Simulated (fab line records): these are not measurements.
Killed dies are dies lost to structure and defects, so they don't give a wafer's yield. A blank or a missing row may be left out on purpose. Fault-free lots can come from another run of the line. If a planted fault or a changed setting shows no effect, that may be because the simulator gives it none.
fab line records | flow nand-harc
record: lots: 15 | wafers: 45 | last-day: 24
route steps=1159 shown A_BLC@980 A_M0@1003
lots that met no fault: taken from a fault-free run of the same line
start-h: hours from the record's first day to the start of the lot's first wafer shown | wait-h: hours from the lot's prior step to this one | " the same as in the row above | L1.1+2: several wafers, shown together as one row | - value missing, or start not given | * or withheld: withheld | < > ~ a bound
route shown NAME@n: NAME is a module with steps in the file, n the number in the route of the first one | usual: average and standard deviation across the fault-free wafers | same: alike in all rows | chamber/n: place in a boat | sites: each site's reading | _std_site: the values' standard deviation | _edge_site: inner sites' mean taken away from outer sites' mean | radius-mm: how far each site lies from the wafer's centre | mask NAME#n: copy n | behind: the last tool/chamber to shape the wafer | hold: the reason the lot was held/the length of the hold in hours/how it ended | device: the n, p or np transistor that did not switch | end of line: at the end of the route, the tests of the same wafers | where a step has no rows: the recipe by itself | killed: at the first sort, the dies lost to defects and structure; wafer yield is something else | map: dies across one wafer; x = killed, . = not, _ = none there
set.NAME: the setting the step ran with; set.NAME@STEP: the setting that earlier step ran with | model.NAME: the simulator's own value behind a step, which no gauge read
a sample of lots followed through the steps of the route, with each step as a table and each wafer as a row
services: from which hour (start-h, from the record's first day; less than 0 if before it) a tool's chamber was out of use, for how many hours, and why
== steps ==
step: NHARC_A_BLC_ETCH_18
recipe: target-depth-a: 9100 | c4f8-flow-sccm: 20 | o2-flow-sccm: 10 | ar-flow-sccm: withheld | rf-w: 600 | bias-w: 1500 | chemistry: C4F8/O2/Ar
usual: oes-product-au: 0.955/0.019 | rf-vpp-V: 975/6.1
lot.wafer | tool        | chamber | start-h | wait-h | oes-product-au | rf-hours-counter-h | rf-vpp-V
L333.3    | rie-diel-08 | 1       | -       | -      | 0.976          | 38                 | 975
L333.4    | "           | 3       | "       | "      | 0.956          | 40                 | 969
L333.1    | "           | 0       | "       | "      | 0.957          | 40                 | 970
L334.4    | rie-diel-02 | 2       | -       | -      | 0.967          | 10                 | 968
L334.5    | "           | 1       | "       | "      | 0.946          | -                  | 969
L334.6    | "           | 2       | "       | "      | 0.958          | -                  | 970
L335.1    | rie-diel-13 | 1       | -       | -      | 0.942          | 15                 | 973
L335.5    | "           | 1       | "       | "      | 0.935          | -                  | 974
L335.6    | "           | 2       | "       | "      | 0.924          | -                  | 973
L338.1    | rie-diel-13 | 2       | -       | -      | 0.931          | 17                 | 972
L338.4    | "           | 1       | "       | "      | 0.943          | -                  | 973
L338.5    | "           | 2       | "       | "      | 0.940          | -                  | 971
L341.2    | rie-diel-13 | 2       | -       | -      | 0.976          | 2                  | 970
L341.3    | "           | 0       | "       | "      | 0.964          | 2                  | 980
L341.5    | "           | 3       | "       | "      | 0.968          | -                  | 973
L344.4    | rie-diel-02 | 2       | -       | -      | 0.940          | 15                 | 970
L344.2    | "           | 3       | "       | "      | 0.932          | 14                 | 969
L344.1    | "           | 0       | "       | "      | 0.943          | 14                 | 986
L345.2    | rie-diel-13 | 2       | -       | -      | 0.941          | 3                  | 971
L345.4    | "           | 1       | "       | "      | 0.953          | 3                  | 974
L345.5    | "           | 2       | "       | "      | 0.936          | -                  | 971
L347.3    | rie-diel-13 | 2       | -       | -      | 0.969          | 4                  | 970
L347.6    | "           | 1       | "       | "      | 0.953          | -                  | 972
L347.5    | "           | 2       | "       | "      | 0.968          | -                  | 972
L346.3    | rie-diel-13 | 0       | -       | -      | 0.974          | 4                  | 981
L346.1    | "           | 1       | "       | "      | 0.966          | 5                  | 973
L346.5    | "           | 1       | "       | "      | 0.964          | -                  | 972
L348.1    | rie-diel-08 | 2       | -       | -      | 0.960          | 10                 | 981
L348.3    | "           | 3       | "       | "      | 0.954          | 11                 | 988
L348.4    | "           | 1       | "       | "      | 0.941          | 10                 | 975
L350.2    | rie-diel-02 | 0       | -       | -      | 0.973          | 0                  | 987
L350.1    | "           | 3       | "       | "      | 0.970          | 0                  | 968
L350.5    | "           | 0       | "       | "      | 0.969          | -                  | 985
L352.1    | rie-diel-08 | 2       | -       | -      | 0.982          | 13                 | 981
L352.4    | "           | 1       | "       | "      | 0.985          | 13                 | 975
L352.6    | "           | 3       | "       | "      | 0.949          | -                  | 988
L351.3    | rie-diel-02 | 3       | -       | -      | 0.964          | 2                  | 968
L351.5    | "           | 2       | "       | "      | 0.973          | -                  | 971
L351.6    | "           | 3       | "       | "      | 0.949          | -                  | 969
L349.4    | rie-diel-02 | 0       | -       | -      | 0.960          | 2                  | 987
L349.1    | "           | 1       | "       | "      | 0.961          | 2                  | 969
L349.6    | "           | 0       | "       | "      | 0.963          | -                  | 986
L353.3    | rie-diel-08 | 1       | -       | -      | 0.957          | 22                 | 975
L353.4    | "           | 2       | "       | "      | 0.955          | 22                 | 980
L353.5    | "           | 0       | "       | "      | 0.938          | -                  | 969
step: NHARC_A_M0_DEVELOP_08
recipe: develop-time-s: 35 | dev-temp-c: 23
usual: chill-plate-temp-C: 22.99/0.11 | develop-time-s: 35/0
lot.wafer | tool           | chamber | start-h | wait-h | chill-plate-temp-C | develop-time-s
L333.1    | litho-track-01 | 0       | 408     | -      | 23.07              | 35
L333.3    | "              | 0       | "       | "      | 23.11              | 35
L333.4    | "              | 0       | "       | "      | 23.19              | 35
L334.4    | litho-track-06 | 0       | 439     | -      | 23.08              | 35
L334.5    | "              | 0       | "       | "      | 23.15              | 35
L334.6    | "              | 0       | "       | "      | 23.12              | 35
L335.1    | litho-track-06 | 0       | 440     | -      | 22.91              | 35
L335.5    | "              | 0       | "       | "      | 22.84              | 35
L335.6    | "              | 0       | "       | "      | 22.96              | 35
L338.1    | litho-track-04 | 0       | 451     | -      | 22.96              | 35
L338.4    | "              | 0       | "       | "      | 23.17              | 35
L338.5    | "              | 0       | "       | "      | 22.96              | 35
L341.2    | litho-track-06 | 0       | 476     | -      | 23.07              | 35
L341.3    | "              | 0       | "       | "      | 23.09              | 35
L341.5    | "              | 0       | "       | "      | 23.10              | 35
L344.1    | litho-track-04 | -       | 490     | -      | -                  | -
L344.2    | "              | -       | "       | "      | -                  | -
L344.4    | "              | -       | "       | "      | -                  | -
L345.2    | litho-track-06 | -       | 491     | -      | -                  | -
L345.4    | "              | -       | "       | "      | -                  | -
L345.5    | "              | -       | "       | "      | -                  | -
L347.3    | litho-track-01 | 0       | 501     | -      | 22.97              | 35
L347.5    | "              | 0       | "       | "      | 22.97              | 35
L347.6    | "              | 0       | "       | "      | 23.02              | 35
L346.1    | litho-track-01 | -       | 508     | -      | -                  | -
L346.3    | "              | -       | "       | "      | -                  | -
L346.5    | "              | -       | "       | "      | -                  | -
L348.1    | litho-track-06 | 0       | 514     | -      | 22.94              | 35
L348.3    | "              | 0       | "       | "      | 23.14              | 35
L348.4    | "              | 0       | "       | "      | 23.07              | 35
L350.1    | litho-track-06 | 0       | 522     | -      | 23.07              | 35
L350.2    | "              | 0       | "       | "      | 23.01              | 35
L350.5    | "              | 0       | "       | "      | 23.01              | 35
L352.1    | litho-track-06 | 0       | 523     | -      | 22.74              | 35
L352.4    | "              | 0       | "       | "      | 22.90              | 35
L352.6    | "              | 0       | "       | "      | 22.81              | 35
L351.3    | litho-track-04 | 0       | 528     | -      | 23.10              | 35
L351.5    | "              | 0       | "       | "      | 23.22              | 35
L351.6    | "              | 0       | "       | "      | 23.02              | 35
L349.1    | litho-track-01 | 0       | 529     | -      | 22.99              | 35
L349.4    | "              | 0       | "       | "      | 23.05              | 35
L349.6    | "              | 0       | "       | "      | 23.05              | 35
L353.3    | litho-track-01 | 0       | 544     | -      | 22.92              | 35
L353.4    | "              | 0       | "       | "      | 22.88              | 35
L353.5    | "              | 0       | "       | "      | 22.91              | 35
step: NHARC_A_M0_DESCUM_14
recipe: time-s: 3 | o2-flow-sccm: 200 | ar-flow-sccm: 0 | bias-power-w: 0 | chemistry: O2
usual: drypump-motor-current-A: 5.8/0.55 | oes-product-au: 0.995/0.01 | rf-vpp-V: 57.9/0.92 | showerhead-plenum-p-Torr: 1.94/0.079 | throttle-valve-pct: 11.312/0.0086
lot.wafer | tool        | chamber | start-h | wait-h | drypump-motor-current-A | oes-product-au | rf-hours-counter-h | rf-vpp-V | showerhead-plenum-p-Torr | throttle-valve-pct
L333.4    | rie-diel-03 | 0       | 409.23  | 0.1    | 6.1                     | 1.027          | 1.0                | 56.3     | 1.99                     | 11.307
L333.1    | "           | 2       | "       | "      | 5.9                     | 0.998          | 0.6                | 58.6     | 1.95                     | 11.317
L333.3    | "           | 3       | "       | "      | 5.6                     | 0.998          | 0.5                | 57.5     | 1.86                     | 11.310
L334.4    | rie-diel-03 | 3       | 439.52  | 0.1    | 5.6                     | 0.999          | 2.5                | 58.4     | 1.86                     | 11.317
L334.5    | "           | 2       | "       | "      | 5.9                     | 0.998          | -                  | 57.3     | 1.95                     | 11.315
L334.6    | "           | 3       | "       | "      | 5.7                     | 0.994          | -                  | 59.0     | 1.86                     | 11.320
L335.1    | rie-diel-12 | 0       | 441.15  | 0.1    | 5.8                     | 0.992          | 5.0                | 59.3     | 1.99                     | 11.317
L335.6    | "           | 2       | "       | "      | 5.4                     | 0.985          | -                  | 58.9     | 2.05                     | 11.314
L335.5    | "           | 3       | "       | "      | 6.5                     | 1.002          | -                  | 57.8     | 2.01                     | 11.316
L338.4    | rie-diel-03 | 3       | 451.82  | 0.1    | 5.6                     | 1.006          | 3.2                | 58.0     | 1.86                     | 11.314
L338.1    | "           | 1       | "       | "      | 4.9                     | 0.991          | 4.2                | 57.9     | 1.77                     | 11.336
L338.5    | "           | 0       | "       | "      | 6.1                     | 1.006          | -                  | 56.7     | 1.99                     | 11.320
L341.2    | rie-diel-03 | 0       | 476.32  | 0.1    | 6.1                     | 1.011          | 5.5                | 57.8     | 1.99                     | 11.320
L341.3    | "           | 3       | "       | "      | 5.6                     | 0.999          | 4.6                | 57.9     | 1.86                     | 11.308
L341.5    | "           | 0       | "       | "      | 6.1                     | 1.005          | -                  | 57.9     | 1.99                     | 11.301
L344.1    | rie-diel-07 | 3       | 491.04  | 0.1    | 6.1                     | 0.988          | 5.2                | 56.9     | 1.85                     | 11.308
L344.2    | "           | 1       | "       | "      | 5.9                     | 1.002          | 5.5                | 58.3     | 2.01                     | 11.320
L344.4    | "           | 2       | "       | "      | 6.3                     | 1.002          | 4.7                | 58.7     | 2.00                     | 11.316
L345.2    | rie-diel-07 | 1       | 491.44  | 0.1    | 5.9                     | 1.004          | 5.5                | 58.0     | 2.01                     | 11.311
L345.4    | "           | 3       | "       | "      | 6.1                     | 0.989          | 5.2                | 57.2     | 1.85                     | 11.328
L345.5    | "           | 2       | "       | "      | 6.3                     | 1.004          | -                  | 60.6     | 2.00                     | 11.305
L347.3    | rie-diel-03 | 3       | 502.20  | 0.1    | 5.6                     | 0.984          | 6.5                | 57.6     | 1.86                     | 11.321
L347.6    | "           | 2       | "       | "      | 5.9                     | 0.989          | -                  | 57.9     | 1.95                     | 11.301
L347.5    | "           | 3       | "       | "      | 5.6                     | 1.001          | -                  | 56.5     | 1.86                     | 11.314
L346.3    | rie-diel-07 | 3       | 509.14  | 0.1    | 6.1                     | 0.989          | 6.1                | 57.6     | 1.85                     | 11.300
L346.1    | "           | 1       | "       | "      | 5.8                     | 1.013          | 6.1                | 58.5     | 2.01                     | 11.313
L346.5    | "           | 3       | "       | "      | 6.1                     | 0.988          | -                  | 58.5     | 1.85                     | 11.316
L348.4    | rie-diel-03 | 2       | 514.82  | 0.1    | 5.9                     | 0.992          | 7.2                | 58.3     | 1.95                     | 11.314
L348.3    | "           | 3       | "       | "      | 5.6                     | 0.997          | 7.6                | 57.2     | 1.86                     | 11.313
L348.1    | "           | 0       | "       | "      | 6.1                     | 1.009          | 8.4                | 58.5     | 1.98                     | 11.316
L350.2    | rie-diel-07 | 1       | 522.60  | 0.1    | 5.9                     | 1.008          | 7.5                | 58.8     | 2.01                     | 11.294
L350.1    | "           | 2       | "       | "      | 6.3                     | 0.992          | 6.9                | 59.3     | 2.00                     | 11.314
L350.5    | "           | 3       | "       | "      | 6.1                     | 0.986          | -                  | 57.6     | 1.85                     | 11.308
L352.1    | rie-diel-12 | 2       | 523.68  | 0.1    | 5.3                     | 0.983          | 10.2               | 57.0     | 2.05                     | 11.310
L352.4    | "           | 0       | "       | "      | 5.8                     | 0.989          | 11.4               | 57.3     | 1.99                     | 11.306
L352.6    | "           | 1       | "       | "      | 4.9                     | 1.004          | -                  | 57.1     | 1.92                     | 11.323
L351.3    | rie-diel-12 | 2       | 529.23  | 0.1    | 5.4                     | 0.972          | 10.6               | 58.8     | 2.05                     | 11.315
L351.5    | "           | 2       | "       | "      | 5.4                     | 0.988          | -                  | 57.9     | 2.05                     | 11.313
L351.6    | "           | 3       | "       | "      | 6.5                     | 0.997          | -                  | 57.1     | 2.01                     | 11.330
L349.4    | rie-diel-03 | 3       | 529.63  | 0.1    | 5.6                     | 0.990          | 8.7                | 58.9     | 1.86                     | 11.306
L349.1    | "           | 0       | "       | "      | 6.1                     | 1.013          | 9.5                | 57.0     | 1.98                     | 11.297
L349.6    | "           | 2       | "       | "      | 5.9                     | 0.994          | -                  | 57.1     | 1.94                     | 11.306
L353.3    | rie-diel-07 | 3       | 544.62  | 0.1    | 6.1                     | 0.995          | 8.7                | 56.8     | 1.85                     | 11.317
L353.4    | "           | 2       | "       | "      | 6.3                     | 1.000          | 8.8                | 56.9     | 2.00                     | 11.322
L353.5    | "           | 3       | "       | "      | 6.1                     | 0.986          | -                  | 58.8     | 1.85                     | 11.299
step: NHARC_A_M0_STRIP_18
recipe: power-w: 1000 | n2-flow-sccm: 150 | h2-flow-sccm: 150 | ar-flow-sccm: 0 | bias-w: 0 | chemistry: N2/H2
usual: drypump-motor-current-A: 5.8/0.56 | oes-product-au: 0.995/0.01 | rf-vpp-V: 90.8/1 | showerhead-plenum-p-Torr: 2.07/0.089 | throttle-valve-pct: 14.171/0.009
lot.wafer | tool        | chamber | start-h | wait-h | drypump-motor-current-A | oes-product-au | rf-hours-counter-h | rf-vpp-V | showerhead-plenum-p-Torr | throttle-valve-pct
L333.4    | rie-diel-03 | 0       | 409.61  | 0.1    | 6.1                     | 1.005          | 1                  | 89.8     | 2.12                     | 14.174
L333.1    | "           | 1       | "       | "      | 4.9                     | 0.995          | 1                  | 90.0     | 1.89                     | 14.164
L333.3    | "           | 3       | "       | "      | 5.6                     | 0.998          | 1                  | 90.0     | 1.98                     | 14.167
L334.4    | rie-diel-07 | 3       | 439.94  | 0.1    | 6.1                     | 0.990          | 2                  | 91.5     | 1.97                     | 14.182
L334.6    | "           | 1       | "       | "      | 5.9                     | 0.996          | -                  | 91.3     | 2.15                     | 14.168
L334.5    | "           | 2       | "       | "      | 6.3                     | 0.988          | -                  | 90.7     | 2.13                     | 14.176
L335.1    | rie-diel-03 | 3       | 441.56  | 0.1    | 5.7                     | 0.997          | 3                  | 89.3     | 1.98                     | 14.173
L335.6    | "           | 1       | "       | "      | 4.9                     | 1.005          | -                  | 90.3     | 1.89                     | 14.162
L335.5    | "           | 2       | "       | "      | 5.9                     | 0.990          | -                  | 90.8     | 2.08                     | 14.164
L338.1    | rie-diel-03 | 0       | 452.19  | 0.1    | 6.1                     | 1.006          | 4                  | 90.8     | 2.12                     | 14.159
L338.4    | "           | 1       | "       | "      | 4.8                     | 1.002          | 4                  | 87.9     | 1.89                     | 14.162
L338.5    | "           | 1       | "       | "      | 4.8                     | 0.994          | -                  | 91.3     | 1.89                     | 14.173
L341.2    | rie-diel-03 | 2       | 476.73  | 0.1    | 5.9                     | 0.974          | 4                  | 91.7     | 2.08                     | 14.178
L341.3    | "           | 0       | "       | "      | 6.1                     | 1.012          | 6                  | 91.8     | 2.12                     | 14.169
L341.5    | "           | 1       | "       | "      | 4.8                     | 0.985          | -                  | 90.9     | 1.89                     | 14.177
L344.4    | rie-diel-03 | 2       | 491.42  | 0.1    | 5.9                     | 0.985          | 6                  | 90.0     | 2.08                     | 14.187
L344.1    | "           | 0       | "       | "      | 6.1                     | 1.013          | 7                  | 90.6     | 2.12                     | 14.178
L344.2    | "           | 1       | "       | "      | 4.8                     | 0.996          | 7                  | 89.4     | 1.89                     | 14.187
L345.4    | rie-diel-03 | 0       | 491.84  | 0.1    | 6.1                     | 1.016          | 7                  | 90.3     | 2.12                     | 14.173
L345.2    | "           | 2       | "       | "      | 5.9                     | 1.006          | 6                  | 89.4     | 2.07                     | 14.163
L345.5    | "           | 3       | "       | "      | 5.6                     | 1.000          | -                  | 90.9     | 1.98                     | 14.182
L347.3    | rie-diel-12 | 0       | 502.66  | 0.1    | 5.8                     | 1.001          | 9                  | 90.5     | 2.12                     | 14.181
L347.5    | "           | 1       | "       | "      | 5.0                     | 1.002          | -                  | 92.0     | 2.05                     | 14.166
L347.6    | "           | 2       | "       | "      | 5.4                     | 0.987          | -                  | 92.7     | 2.19                     | 14.158
L346.1    | rie-diel-12 | 0       | 509.56  | 0.1    | 5.8                     | 0.980          | 10                 | 91.6     | 2.12                     | 14.176
L346.3    | "           | 1       | "       | "      | 4.9                     | 0.984          | 10                 | 89.5     | 2.05                     | 14.169
L346.5    | "           | 2       | "       | "      | 5.4                     | 0.984          | -                  | 90.7     | 2.19                     | 14.166
L348.3    | rie-diel-07 | 3       | 515.20  | 0.1    | 6.0                     | 0.992          | 7                  | 89.7     | 1.97                     | 14.170
L348.1    | "           | 1       | "       | "      | 5.9                     | 1.010          | 7                  | 90.0     | 2.15                     | 14.166
L348.4    | "           | 2       | "       | "      | 6.3                     | 1.000          | 6                  | 90.7     | 2.13                     | 14.164
L350.1    | rie-diel-03 | 2       | 522.96  | 0.1    | 5.9                     | 1.001          | 8                  | 90.1     | 2.07                     | 14.179
L350.2    | "           | 3       | "       | "      | 5.6                     | 1.010          | 8                  | 91.9     | 1.98                     | 14.174
L350.5    | "           | 2       | "       | "      | 5.9                     | 0.996          | -                  | 90.7     | 2.07                     | 14.182
L352.4    | rie-diel-07 | 0       | 524.07  | 0.1    | 6.7                     | 0.985          | 8                  | 90.4     | 2.04                     | 14.179
L352.1    | "           | 2       | "       | "      | 6.3                     | 0.998          | 7                  | 89.9     | 2.13                     | 14.174
L352.6    | "           | 3       | "       | "      | 6.1                     | 0.982          | -                  | 90.2     | 1.97                     | 14.183
L351.3    | rie-diel-07 | 2       | 529.60  | 0.1    | 6.3                     | 0.996          | 8                  | 91.2     | 2.13                     | 14.166
L351.6    | "           | 2       | "       | "      | 6.3                     | 0.980          | -                  | 91.7     | 2.13                     | 14.160
L351.5    | "           | 3       | "       | "      | 6.1                     | 0.988          | -                  | 89.5     | 1.97                     | 14.176
L349.1    | rie-diel-12 | 2       | 529.99  | 0.1    | 5.4                     | 0.984          | 11                 | 90.8     | 2.19                     | 14.151
L349.4    | "           | 3       | "       | "      | 6.5                     | 1.008          | 11                 | 89.8     | 2.14                     | 14.156
L349.6    | "           | 3       | "       | "      | 6.4                     | 1.010          | -                  | 89.8     | 2.14                     | 14.160
L353.3    | rie-diel-12 | 2       | 545.00  | 0.1    | 5.4                     | 0.985          | 12                 | 92.5     | 2.19                     | 14.163
L353.4    | "           | 1       | "       | "      | 4.9                     | 0.994          | 13                 | 91.5     | 2.04                     | 14.176
L353.5    | "           | 3       | "       | "      | 6.5                     | 1.010          | -                  | 90.5     | 2.14                     | 14.172
== services ==
tool           | chamber | start-h | hours | kind
rie-diel-07    | 2       | 385.39  | 3.9   | repair
rie-diel-12    | 2       | 385.89  | 6.0   | repair
rie-diel-03    | -       | 392.30  | 9.0   | pm
rie-diel-03    | 0       | 392.30  | 9.0   | vent-cycle
rie-diel-03    | 1       | 392.30  | 9.0   | vent-cycle
rie-diel-03    | 2       | 392.30  | 9.0   | vent-cycle
rie-diel-03    | 3       | 392.30  | 9.0   | vent-cycle
rie-diel-03    | 0       | 401.30  | -     | clean
rie-diel-07    | -       | 405.20  | 9.0   | pm
rie-diel-03    | -       | 408.10  | 0.9   | repair
rie-diel-13    | 1       | 414.47  | 6.7   | repair
rie-diel-13    | 0       | 422.73  | 16.6  | repair
rie-diel-13    | 3       | 424.97  | 9.9   | repair
rie-diel-13    | 3       | 436.00  | 10.3  | repair
litho-track-01 | -       | 443.00  | 7.0   | pm
rie-diel-03    | 2       | 443.81  | 3.2   | repair
rie-diel-12    | 3       | 444.34  | 2.6   | repair
rie-diel-13    | -       | 453.00  | 9.0   | pm
litho-track-06 | -       | 467.00  | 7.0   | pm
rie-diel-07    | -       | 471.95  | 0.6   | repair
rie-diel-08    | -       | 478.88  | 9.0   | pm
litho-track-04 | -       | 491.00  | 7.0   | pm
rie-diel-02    | -       | 504.70  | 9.0   | pm
rie-diel-13    | 1       | 523.36  | 9.7   | repair
== key ==
first-sign: step: NHARC_A_M0_DEVELOP_08 | reading: tool-record | direction: missing
effect none on later readings
met-at NHARC_A_M0_DEVELOP_08
struck-lots L344,L345,L346
later-rows-left-out L344.1,L344.2,L344.4,L345.2,L345.4,L345.5,L346.1,L346.3,L346.5
sort-left-out L344.1,L344.2,L344.4,L345.2,L345.4,L345.5,L346.1,L346.3,L346.5
not-acting-at NHARC_A_BLC_ETCH_18,NHARC_A_M0_DESCUM_14,NHARC_A_M0_STRIP_18
onset-between 476 490
fault: kind: skipped-step-whole | tool: litho-track-01,litho-track-04,litho-track-06 | chamber: - | onset-h: 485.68 | steps: NHARC_A_M0_DEVELOP_08 | scope: struck-lots-only
sort-left-out: the simulated sort isn't trusted on such a fault, so these wafers' sort isn't shown, and their yield isn't known
later-rows-left-out: the simulator's readings of these wafers behind a module that went badly wrong aren't trusted and aren't shown, but for the sort
